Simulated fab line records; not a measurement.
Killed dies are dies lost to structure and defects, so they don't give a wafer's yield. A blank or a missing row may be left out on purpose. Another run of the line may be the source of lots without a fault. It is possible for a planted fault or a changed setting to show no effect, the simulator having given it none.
Chamber matching    flow n5Finfet    N5_BEOL_M6_DESCUM_16 on rieDiel-01: 4 sister chambers
The step chemistry O2, time 7.9 s. 8 wafers are shown with their chamber, then 8 later ones without.

WAFERS PAIRED WITH THEIR CHAMBERS
wafer   chamber  drypumpMotorCurrentA (A)  showerheadPlenumPTorr (Torr)
L082.4  3        5.6                       2.11
L082.5  1        5.0                       2.15
L090.5  0        5.8                       2.14
L090.6  2        5.9                       2.26
L091.2  1        5.0                       2.14
L091.5  3        5.5                       2.10
L091.6  2        5.9                       2.26
L092.1  0        5.8                       2.13

WAFERS MISSING THEIR CHAMBER
wafer   drypumpMotorCurrentA (A)  showerheadPlenumPTorr (Torr)
L092.2  5.9                       2.26
L092.5  5.6                       2.10
L093.3  5.0                       2.14
L093.4  5.9                       2.26
L093.6  5.0                       2.14
L095.1  5.0                       2.14
L095.4  5.8                       2.13
L095.6  5.8                       2.13

EACH ONE'S CHAMBER
wafer   from the rows above  in truth
L092.2  2                    2
L092.5  3                    3
L093.3  1                    1
L093.4  2                    2
L093.6  1                    1
L095.1  1                    1
L095.4  0                    0
L095.6  0                    0
Correctly placed: 8 of 8. From these rows, 0 cannot be placed. Number placed wrongly: 0.
How it was worked out, from the rows above alone: a wafer's distance from a chamber is the root of the sum, over the readings, of the square of ((its reading less the chamber's mean) divided by the reading's scatter). If the next closest chamber is less than 2 further off than the closest, the wafer can't be placed; otherwise it belongs to the closest. A chamber's mean is the mean of its shown wafers. The scatter: the root of (the sum of the squares of (reading less its chamber's mean) over the shown wafers, divided by (wafers less chambers)).
